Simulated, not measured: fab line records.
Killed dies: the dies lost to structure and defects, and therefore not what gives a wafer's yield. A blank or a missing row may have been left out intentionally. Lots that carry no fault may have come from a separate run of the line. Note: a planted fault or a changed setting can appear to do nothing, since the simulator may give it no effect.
Struck lot and sound lot, side by side	flow nand-harc	14 out of 1302 route steps
Sound: the wafers L438.2, L438.3, L438.6. Struck: wafers L435.1, L435.2, L435.6. At the end, the cause is stated.
At each step with rows: each side's tool, then ch and its chambers, then its first start. Under that, the readings that differ: sound wafers	struck wafers	difference of the means	sigmas: that difference in standard deviations of wafers without a fault.
alike: same words and numbers on both sides, and readings whose means sit less than 2 such deviations apart. not compared: any withheld reading, any reading some wafer has no value for, any bound like >300 that may hide the same value, and any number with overlapping values for which the record gives no deviation.
A row with sigmas, a row that says differs or no value, or rows on one side alone: a step with any of these is where the two part. Numbers that don't overlap but have no deviation are shown without sigmas and don't part them. A reading that every wafer of one side lacks parts them only if that side has two wafers or more.

NHARC_A_ZERO_WELL_INSPECT_17:
  sound: defect-inspect-02 at day 12 19:18; struck: defect-inspect-01 at day 11 03:58
  alike: raw-defect-count
then, 3 steps without rows for these wafers: NHARC_A_SOURCE_PLATE_PRECLEAN_00 (cleans in HF-LAST, time 60 s); NHARC_A_SOURCE_PLATE_SRD_01; NHARC_A_SOURCE_PLATE_OXIDE_02 (material SiO2, target thk 10 nm, ox time 1362 s).
NHARC_A_SOURCE_PLATE_THK_MEAS_09: measures by ellipsometry.
  sound: film-metro-02 at day 13 04:07; struck: film-metro-02 at day 11 10:05
  alike: thk-nm
then, 3 steps without rows for these wafers: NHARC_A_SOURCE_PLATE_PVD_04 (deposits WSi2, target thk 50 nm); NHARC_A_SOURCE_PLATE_CVD_03 (deposits poly-Si, target thk 200 nm, time 4000 s); NHARC_A_SOURCE_PLATE_ANNEAL_05 (time 1800 s).
NHARC_A_SOURCE_PLATE_THK_MEAS_06: measures by ellipsometry.
  sound: film-metro-02 at day 13 16:42; struck: film-metro-02 at day 11 22:59
  alike: thk-nm
NHARC_A_SOURCE_PLATE_INSPECT_08:
  sound: defect-inspect-02 at day 13 16:46; struck: defect-inspect-02 at day 11 23:03
  alike: raw-defect-count
NHARC_A_ONON_D1_DEP_00: target thk 1000 nm.
  sound on pecvd-onon-04 ch 0, day 13 16:53; struck on pecvd-onon-02 ch 0, day 11 23:07
  alike: nh3-flow-sccm
NHARC_A_ONON_D1_THK_MEAS_02: measures by ellipsometry.
  sound: film-metro-02 at day 13 17:20; struck: film-metro-02 at day 11 23:37
reading	sound	struck	difference	sigmas
thk-nm (nm)	998 997 996	1085 1084 1087	+88	+9
next comes 1 step that has no rows for these wafers: NHARC_A_ONON_D1_DEP_03 (target thickness 1000 nm).
-- record jumps: 17 days between struck wafers' starts before vs after; left off in module A_ONON_D1, resumes in module END, first step shown is number 1302 of the route --
NHARC_END_SORT_01:
  sound on prober-01 ch 0, day 29 18:53; struck on prober-01 ch 0, day 28 17:07
  alike: killed-at-array, killed-at-other, killed-at-periphery, killed-dies, killed-open, killed-short

## WHERE THEY PART
NHARC_A_ONON_D1_THK_MEAS_02 only, going by this record. Later steps at which nothing parts them and some readings are alike: NHARC_END_SORT_01.

WHY: the cause the simulator had injected
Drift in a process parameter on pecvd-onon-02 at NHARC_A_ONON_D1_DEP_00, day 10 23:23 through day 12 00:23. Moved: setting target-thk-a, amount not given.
